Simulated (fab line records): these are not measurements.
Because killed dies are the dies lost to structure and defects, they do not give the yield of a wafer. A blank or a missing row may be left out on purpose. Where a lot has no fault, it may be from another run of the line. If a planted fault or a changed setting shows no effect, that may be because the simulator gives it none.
Comparing a struck lot with a sound one    flow nand harc    16 steps out of a route of 1302
Sound: these wafers, L997.1, L997.4, L997.6. The struck wafers were L101.2, L101.3, L101.5. The cause is named last.
Order at every step that has rows: each side's tool, ch and its chambers, its first start. Under that, the readings that differ: sound wafers    struck wafers    difference of the means    sigmas: that difference in standard deviations of wafers without a fault.
alike: readings with means less than 2 such deviations apart, plus words and numbers identical on both sides. not compared: withheld readings, readings lacking a value on some wafer, bounds such as >300 that could conceal the same value, and numbers that have no deviation in the record and whose values overlap.
A row with sigmas, a row that says differs or no value, or rows on one side alone: a step with any of these is where the two part. Non-overlapping numbers with no deviation appear without sigmas and do not part them. A reading that every wafer of one side lacks parts them only if that side has two wafers or more.

NHARC_A_ONON_D2_THK_MEAS_11: measures by ellipsometry.
  sound on film metro-01, day 13 16:38; struck on film metro-01, day 15 19:23
  alike: thk nm
next comes 1 step that has no rows for these wafers: NHARC_A_ONON_D2_DEP_12 (target thickness 1000 nm).
NHARC_A_ONON_D2_THK_MEAS_14: measures by ellipsometry.
  sound on film metro-01, day 13 17:12; struck on film metro-01, day 15 19:57
  alike: thk nm
then, 2 steps without rows for these wafers: NHARC_A_ONON_D2_ANNEAL_15 (time 3600 s); NHARC_A_ONON_D2_DEP_16 (target thk 1000 nm).
NHARC_A_ONON_D2_THK_MEAS_18: measures by ellipsometry.
  sound on film metro-01, day 14 00:35; struck on film metro-01, day 16 03:20
  alike: thk nm
next comes 1 step that has no rows for these wafers: NHARC_A_ONON_D2_DEP_19 (target thickness 1000 nm).
NHARC_A_ONON_D2_THK_MEAS_21: measures by ellipsometry.
  sound on film metro-01, day 14 01:10; struck on film metro-01, day 16 03:53
  alike: thk nm
next comes 1 step that has no rows for these wafers: NHARC_A_ONON_D2_DEP_22 (target thickness 1000 nm).
NHARC_A_ONON_D2_THK_MEAS_24: measures by ellipsometry.
  sound on film metro-01, day 14 01:44; struck on film metro-01, day 16 04:27
  alike: thk nm
next comes 1 step that has no rows for these wafers: NHARC_A_ONON_D2_DEP_25 (target thickness 1000 nm).
NHARC_A_ONON_D2_THK_MEAS_27: measures by ellipsometry.
  sound on film metro-02, day 14 02:18; struck on film metro-01, day 16 05:01
  alike: thk nm
NHARC_A_ONON_D2_DEP_28: target thk 1000 nm.
  sound on pecvd onon-02 ch 0, day 14 02:21; struck on pecvd onon-03 ch 0, day 16 05:08
NHARC_A_ONON_D2_THK_MEAS_30: measures by ellipsometry.
  sound on film metro-01, day 14 02:51; struck on film metro-02, day 16 05:35
reading      sound        struck       difference  sigmas
thk nm (nm)  993 994 993  330 332 330  -663        -66
NHARC_A_ONON_D2_DEP_33: deposits SiO2, target thk 200 nm.
  sound on pecvd-02 ch 0,1,2, day 14 02:58; struck on pecvd-04 ch 0,2, day 16 05:38
  alike: flow sccm, heater power outer w, heater power w, throttle valve pct
-- break in the record here, with 11 days between the starts of the struck wafers on either side (left off in module A_ONON_D2, picked up again in module END, where the first step shown is number 1302 on the route) --
NHARC_END_SORT_01:
  sound on prober-02 ch 0, day 26 02:32; struck on prober-02 ch 0, day 27 11:06
reading          sound     struck       difference  sigmas
killed at array  73 69 69  671 672 671  +601        +38
killed dies      78 72 72  677 677 677  +603        +38
  alike: killed at other, killed at periphery, killed open, killed short

WHERE THEY PART
Earliest at NHARC_A_ONON_D2_THK_MEAS_30; latest, in this record, at NHARC_END_SORT_01.

WHY: what had been put in by the simulator
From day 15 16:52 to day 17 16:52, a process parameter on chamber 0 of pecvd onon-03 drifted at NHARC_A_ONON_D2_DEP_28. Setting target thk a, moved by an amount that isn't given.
